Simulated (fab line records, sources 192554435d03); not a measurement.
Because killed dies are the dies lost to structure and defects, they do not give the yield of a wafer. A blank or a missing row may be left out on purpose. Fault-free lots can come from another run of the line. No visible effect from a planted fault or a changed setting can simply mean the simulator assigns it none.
Which tool is to blame? -- flow n5Finfet -- 32 wafers from 11 lots sampled at 2 of the route's 1938 steps

## WHAT THE GAUGES SHOWED, per wafer
N5_BEOL_M9_INSPECT_13: inspects for defects (brightfield).
lot,measured,on,rawDefectCount
L497,day 9 19:52,defectInspect-02,697 496 569
L501,day 11 08:31,defectInspect-01,362 322 352
L500,day 11 16:53,defectInspect-02,439 467 564
L507,day 13 06:37,defectInspect-02,422 525
L505,day 13 06:47,defectInspect-01,530 383 611
L508,day 13 15:47,defectInspect-02,366 416 493
L511,day 14 05:45,defectInspect-01,371 483 585
L515,day 15 03:21,defectInspect-02,530 596 408
L516,day 15 08:43,defectInspect-01,456 344 332
L518,day 15 14:47,defectInspect-02,617 631 575
L520,day 16 12:20,defectInspect-01,237 402 366

## TOOL THAT RAN EACH LOT (tool first, then ch and the chambers of the sampled wafers, then the start)
lot,N5_BEOL_M9_HM_DEP_02
L497,"pvdSputter-01, day 9 19:23"
L501,"pvdSputter-02, day 11 07:58"
L500,"pvdSputter-03, day 11 16:20"
L507,"pvdSputter-03, day 13 06:04"
L505,"pvdSputter-03, day 13 06:10"
L508,"pvdSputter-01, day 13 15:14"
L511,"pvdSputter-02, day 14 05:19"
L515,"pvdSputter-02, day 15 02:42"
L516,"pvdSputter-03, day 15 08:17"
L518,"pvdSputter-03, day 15 14:14"
L520,"pvdSputter-02, day 16 11:47"
- N5_BEOL_M9_HM_DEP_02: deposits TiN, target thk 20 nm.

## WHAT THE TOOLS THEMSELVES READ (means of the sampled wafers that have a number; where no wafer has one, the mark that the record gives instead)
N5_BEOL_M9_HM_DEP_02.
lot,tool,substrateTempC (C),throttleValvePct (%)
L497,pvdSputter-01,25.10,30.1
L501,pvdSputter-02,24.98,29.2
L500,pvdSputter-03,24.97,29.9
L507,pvdSputter-03,25.04,28.8
L505,pvdSputter-03,25.00,29.6
L508,pvdSputter-01,25.08,30.4
L511,pvdSputter-02,25.06,29.0
L515,pvdSputter-02,24.98,29.8
L516,pvdSputter-03,25.07,29.4
L518,pvdSputter-03,25.00,28.8
L520,pvdSputter-02,24.98,29.7

## THE ANSWER, worked out from the rows above alone
Rule: the usual values come from the lots themselves. The widest of any qualifying gaps counts: lots, ordered by their means at a reading, are off when they make up no more than a third of the lots, leave a main group of 4 or more, and stand apart from it by 3 or more times the standard deviation of that group's means. Not used: any main group whose means are identical at the precision the tables above print for the reading. A lot without any number at a reading at which 4 lots or more have one is off too. All remaining lots with rows at the step are treated as sound. The gauges are gone through in route order, then the tools' own readings, and for those a lot's mean is taken as printed above. The first step at which some lot is off is used, and at that step the reading that is off furthest; a lot without a number counts as furthest.
Nothing can be told from this: no lot is off at any reading shown.

## WHAT HAD BEEN PUT IN BY THE SIMULATOR
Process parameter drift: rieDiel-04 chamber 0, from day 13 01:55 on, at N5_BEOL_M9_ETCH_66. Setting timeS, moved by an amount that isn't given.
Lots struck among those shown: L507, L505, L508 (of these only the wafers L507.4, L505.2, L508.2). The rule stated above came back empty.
